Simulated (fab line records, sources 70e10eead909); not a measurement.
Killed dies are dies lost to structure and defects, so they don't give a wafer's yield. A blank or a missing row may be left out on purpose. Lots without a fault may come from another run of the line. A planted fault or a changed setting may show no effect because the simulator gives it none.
Which tool did it? | flow nand_harc | 13 lots, 39 wafers sampled, at 5 steps of a route of 1302

WHAT THE GAUGES READ, wafer by wafer
NHARC_END_SORT_01. Usual: killed_at_array 62, standard deviation 16; killed_at_other 0.8, standard deviation 1.1; killed_at_periphery 4, standard deviation 3.2; killed_dies 67, standard deviation 16; killed_open 3.5, standard deviation 1.9; killed_short 2.1, standard deviation 1.5.
lot  | measured     | on        | killed_at_array | killed_at_other | killed_at_periphery | killed_dies | killed_open | killed_short | flag
L809 | day 27 07:16 | prober-02 | 213 197 164     | 1 2 0           | 0 5 3               | 214 204 167 | 4 3 4       | 3 1 1        | OFF
L810 | day 28 01:11 | prober-01 | 154 187 135     | 0 0 0           | 16 14 6             | 170 201 141 | 3 6 3       | 5 5 2        | OFF
L812 | day 28 02:01 | prober-02 | 156 216 231     | 2 1 2           | 5 5 3               | 163 222 236 | 3 0 2       | 3 2 2        | OFF

WHICH TOOL RAN EACH LOT (tool, then ch and the chambers of the sampled wafers, then the start)
lot  | NHARC_A_CONTACT_DEP_57        | NHARC_HYBRID_BOND_ACTIVATE_00      | NHARC_THIN_TSV_ETCH_15           | NHARC_THIN_TSV_ETCHBACK_48
L802 | acl_dep-02 ch 0, day 21 17:11 | rie_diel-06 ch 1,2, day 23 04:34   | rie_si-04 ch 1,2,3, day 23 17:39 | rie_diel-10 ch 0,2,3, day 23 19:07
L805 | acl_dep-02 ch 0, day 22 12:17 | rie_diel-06 ch 1,2,3, day 24 02:34 | rie_si-06 ch 1,2, day 24 16:28   | rie_diel-09 ch 0,2,3, day 24 17:56
L809 | acl_dep-02 ch 0, day 24 18:19 | rie_diel-06 ch 2,3, day 26 04:56   | rie_si-03 ch 1,3, day 26 15:49   | rie_diel-09 ch 0,2,3, day 26 17:16
L810 | acl_dep-02 ch 0, day 25 10:50 | rie_diel-06 ch 0,1,3, day 26 22:05 | rie_si-04 ch 0,1, day 27 12:09   | rie_diel-09 ch 0,1, day 27 13:33
L812 | acl_dep-02 ch 0, day 25 14:44 | rie_diel-06 ch 0,2,3, day 26 23:48 | rie_si-03 ch 2,3, day 27 11:02   | rie_diel-07 ch 1,2, day 27 12:31
L816 | acl_dep-03 ch 0, day 27 14:35 | rie_diel-04 ch 0,1,2, day 29 00:16 | rie_si-04 ch 2,3, day 29 12:48   | rie_diel-10 ch 0,3, day 29 14:19
L818 | acl_dep-02 ch 0, day 28 20:19 | rie_diel-06 ch 0,2,3, day 30 07:46 | rie_si-04 ch 0,1,2, day 30 21:57 | rie_diel-07 ch 0,2,3, day 30 23:26
L823 | acl_dep-01 ch 0, day 29 14:47 | rie_diel-04 ch 0,2,3, day 31 01:03 | rie_si-04 ch 0,2,3, day 31 14:00 | rie_diel-10 ch 0,1,3, day 31 15:33
L820 | acl_dep-03 ch 0, day 29 17:17 | rie_diel-06 ch 0,1,2, day 31 02:58 | rie_si-06 ch 0,2,3, day 31 15:20 | rie_diel-09 ch 0,1,3, day 31 16:46
L821 | acl_dep-02 ch 0, day 29 17:30 | rie_diel-06 ch 0,1,2, day 31 04:21 | rie_si-03 ch 0,1,3, day 31 16:23 | rie_diel-09 ch 0,2,3, day 31 17:50
L822 | acl_dep-03 ch 0, day 30 08:28 | rie_diel-04 ch 1,2,3, day 31 17:43 | rie_si-04 ch 0,1,2, day 32 14:25 | rie_diel-07 ch 1,2,3, day 32 15:56
L824 | acl_dep-01 ch 0, day 31 13:41 | rie_diel-06 ch 1,2, day 33 05:25   | rie_si-04 ch 0,1,3, day 33 18:01 | rie_diel-10 ch 0,1,3, day 33 19:31
L825 | acl_dep-02 ch 0, day 31 16:06 | rie_diel-02 ch 0,2,3, day 33 08:42 | rie_si-03 ch 0,3, day 33 23:47   | rie_diel-10 ch 0,2,3, day 34 01:14
- NHARC_A_CONTACT_DEP_57: deposits aC, target thk 5300 nm.
- NHARC_HYBRID_BOND_ACTIVATE_00: chemistry N2, time 60 s.
- NHARC_THIN_TSV_ETCH_15: target depth 3000 nm, bosch target overetch cycles 2, bosch etch step 2.8 s.
- NHARC_THIN_TSV_ETCHBACK_48: etches the open film in C4F8/Ar, target depth 1028.5 nm, time 405.17 s.

WHAT THE TOOLS THEMSELVES READ (means of the sampled wafers that have a number; where no wafer has one, the mark that the record gives instead)
NHARC_A_CONTACT_DEP_57. Usual: throttle_valve_pct 34.998 %, standard deviation 0.0092.
lot  | tool       | throttle_valve_pct (%) | flag
L802 | acl_dep-02 | 35.002                 |
L805 | acl_dep-02 | 34.999                 |
L809 | acl_dep-02 | 34.996                 |
L810 | acl_dep-02 | 34.992                 |
L812 | acl_dep-02 | 34.997                 |
L816 | acl_dep-03 | 35.001                 |
L818 | acl_dep-02 | 34.994                 |
L823 | acl_dep-01 | 34.996                 |
L820 | acl_dep-03 | 35.009                 |
L821 | acl_dep-02 | 34.997                 |
L822 | acl_dep-03 | 34.989                 |
L824 | acl_dep-01 | 34.992                 |
L825 | acl_dep-02 | 34.997                 |

NHARC_HYBRID_BOND_ACTIVATE_00. Usual: drypump_motor_current_A 5.7 A, standard deviation 0.38; oes_product_au 1.000 a.u., standard deviation 0.0077; rf_vpp_V 63.8 V, standard deviation 0.94; showerhead_plenum_p_Torr 1.72 Torr, standard deviation 0.072.
lot  | tool        | drypump_motor_current_A (A) | oes_product_au (a.u.) | rf_vpp_V (V) | showerhead_plenum_p_Torr (Torr) | flag
L802 | rie_diel-06 | 5.4                         | 1.000                 | 63.1         | 1.68                            |
L805 | rie_diel-06 | 5.7                         | 1.004                 | 63.8         | 1.71                            |
L809 | rie_diel-06 | 5.6                         | 1.004                 | 62.9         | 1.66                            |
L810 | rie_diel-06 | 6.0                         | 0.999                 | 64.6         | 1.72                            |
L812 | rie_diel-06 | 5.9                         | 1.006                 | 64.0         | 1.67                            |
L816 | rie_diel-04 | 5.7                         | 0.999                 | 64.6         | 1.79                            |
L818 | rie_diel-06 | 5.9                         | 0.997                 | 64.1         | 1.67                            |
L823 | rie_diel-04 | 5.5                         | 0.994                 | 64.6         | 1.76                            |
L820 | rie_diel-06 | 5.7                         | 0.996                 | 63.0         | 1.69                            |
L821 | rie_diel-06 | 5.7                         | 0.991                 | 63.5         | 1.69                            |
L822 | rie_diel-04 | 5.5                         | 1.003                 | 64.0         | 1.76                            |
L824 | rie_diel-06 | 5.4                         | 0.996                 | 63.8         | 1.67                            |
L825 | rie_diel-02 | 5.6                         | 0.997                 | 63.3         | 1.79                            |

NHARC_THIN_TSV_ETCH_15. Usual: drypump_motor_current_A 5.7 A, standard deviation 0.36.
lot  | tool      | drypump_motor_current_A (A) | flag
L802 | rie_si-04 | 6.1                         |
L805 | rie_si-06 | 5.8                         |
L809 | rie_si-03 | 5.8                         |
L810 | rie_si-04 | 5.7                         |
L812 | rie_si-03 | 5.6                         |
L816 | rie_si-04 | 6.2                         |
L818 | rie_si-04 | 6.0                         |
L823 | rie_si-04 | 6.0                         |
L820 | rie_si-06 | 5.5                         |
L821 | rie_si-03 | 5.7                         |
L822 | rie_si-04 | 6.0                         |
L824 | rie_si-04 | 5.8                         |
L825 | rie_si-03 | 5.4                         |

NHARC_THIN_TSV_ETCHBACK_48. Usual: bias_w 300.0 W, standard deviation 0.88; oes_product_au 0.95 a.u., standard deviation 0.03; rf_vpp_V 548 V, standard deviation 3.3.
lot  | tool        | bias_w (W) | oes_product_au (a.u.) | rf_vpp_V (V) | flag
L802 | rie_diel-10 | 300.1      | 0.92                  | 543          |
L805 | rie_diel-09 | 300.6      | 0.93                  | 548          |
L809 | rie_diel-09 | 300.8      | 0.93                  | 547          |
L810 | rie_diel-09 | 300.0      | 0.93                  | 547          |
L812 | rie_diel-07 | 299.4      | 0.91                  | 548          |
L816 | rie_diel-10 | 299.1      | 0.92                  | 547          |
L818 | rie_diel-07 | 301.0      | 0.99                  | 551          |
L823 | rie_diel-10 | 299.0      | 0.95                  | 547          |
L820 | rie_diel-09 | 300.0      | 0.93                  | 546          |
L821 | rie_diel-09 | 299.7      | 0.93                  | 548          |
L822 | rie_diel-07 | 300.2      | 0.92                  | 548          |
L824 | rie_diel-10 | 299.7      | 1.00                  | 546          |
L825 | rie_diel-10 | 300.5      | 1.00                  | 544          |

THE ANSWER, worked out from the rows above alone
Rule: a lot is off if the mean of its wafers that have a number lies more than 3 standard deviations from the usual mean. A lot without any number at a reading at which 4 lots or more have one is off too. The other lots that the step has rows for count as sound. The gauges are gone through in route order, then the tools' own readings, and for those a lot's mean is taken as printed above. The first step at which some lot is off is used, and at that step the reading that is off furthest; a lot without a number counts as furthest.
Off: L809, L810, L812, at NHARC_END_SORT_01 (killed_dies). Neither off nor sound, because the step has no rows for them: L802, L805, L816, L818, L823, L820, L821, L822, L824, L825.
A tool fits if, at a process step before that reading, it ran every lot that is off, and no sound lot after the first of them. The gauges at NHARC_END_SORT_01 are tried like those tools. Can't be told from this: 2 tools fit, acl_dep-02 at NHARC_A_CONTACT_DEP_57, rie_diel-06 at NHARC_HYBRID_BOND_ACTIVATE_00.

WHAT THE SIMULATOR HAD PUT IN
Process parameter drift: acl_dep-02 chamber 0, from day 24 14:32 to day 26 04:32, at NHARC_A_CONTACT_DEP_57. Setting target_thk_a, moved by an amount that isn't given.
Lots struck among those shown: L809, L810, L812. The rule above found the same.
